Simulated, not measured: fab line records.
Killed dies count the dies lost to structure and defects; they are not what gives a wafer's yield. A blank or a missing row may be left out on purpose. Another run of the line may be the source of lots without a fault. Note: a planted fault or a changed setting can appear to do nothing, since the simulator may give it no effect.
Matching of chambers || flow n5Finfet || aldMetal-03 running N5_HKMG_FIN_ALD_91: 4 sister chambers
The step deposits TiN, target thk 1 nm, pulse time 1 s, purge time 3 s. 8 wafers are shown with their chamber, then 7 later ones without.

== WAFERS PAIRED WITH THEIR CHAMBERS ==
{"wafer": "L560.3", "chamber": 3, "heaterPowerW (W)": 831, "precursorPulseHeightRel": 1.027}
{"wafer": "L562.2", "chamber": 2, "heaterPowerW (W)": 663, "precursorPulseHeightRel": 1.018}
{"wafer": "L562.4", "chamber": 1, "heaterPowerW (W)": 800, "precursorPulseHeightRel": 1.001}
{"wafer": "L563.1", "chamber": 2, "heaterPowerW (W)": 659, "precursorPulseHeightRel": 0.956}
{"wafer": "L563.2", "chamber": 1, "heaterPowerW (W)": 840, "precursorPulseHeightRel": 0.975}
{"wafer": "L563.3", "chamber": 0, "heaterPowerW (W)": 780, "precursorPulseHeightRel": 0.990}
{"wafer": "L565.1", "chamber": 3, "heaterPowerW (W)": 811, "precursorPulseHeightRel": 1.014}
{"wafer": "L565.4", "chamber": 0, "heaterPowerW (W)": 790, "precursorPulseHeightRel": 1.028}

== WAFERS WHOSE CHAMBER IS MISSING ==
{"wafer": "L565.5", "heaterPowerW (W)": 831, "precursorPulseHeightRel": 1.013}
{"wafer": "L567.1", "heaterPowerW (W)": 764, "precursorPulseHeightRel": 1.013}
{"wafer": "L567.3", "heaterPowerW (W)": 851, "precursorPulseHeightRel": 0.983}
{"wafer": "L567.4", "heaterPowerW (W)": 673, "precursorPulseHeightRel": 0.999}
{"wafer": "L568.3", "heaterPowerW (W)": 820, "precursorPulseHeightRel": 1.014}
{"wafer": "L568.5", "heaterPowerW (W)": 819, "precursorPulseHeightRel": 0.999}
{"wafer": "L568.6", "heaterPowerW (W)": 668, "precursorPulseHeightRel": 1.018}

== THE CHAMBER EACH PASSED THROUGH ==
{"wafer": "L565.5", "from the rows above": "can't be placed: 3 or 1", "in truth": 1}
{"wafer": "L567.1", "from the rows above": 0, "in truth": 0}
{"wafer": "L567.3", "from the rows above": "can't be placed: 1 or 3", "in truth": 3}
{"wafer": "L567.4", "from the rows above": 2, "in truth": 2}
{"wafer": "L568.3", "from the rows above": "can't be placed: 3 or 1 or 0", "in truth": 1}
{"wafer": "L568.5", "from the rows above": "can't be placed: 1 or 3 or 0", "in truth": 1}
{"wafer": "L568.6", "from the rows above": 2, "in truth": 2}
3 of 7 placed correctly. These rows do not allow placing 4 (true chamber among the candidates in 4). Placed wrongly: 0.
How it was worked out, from the rows above alone: a wafer's distance from a chamber is the root of the sum, over the readings, of the square of ((its reading less the chamber's mean) divided by the reading's scatter). If the next closest chamber is less than 2 further off than the closest, the wafer can't be placed; otherwise it belongs to the closest. A chamber's mean is the mean of its shown wafers. The scatter is the square root of a quotient: the sum, over the shown wafers, of each reading's squared deviation from its chamber's mean, divided by wafers minus chambers.
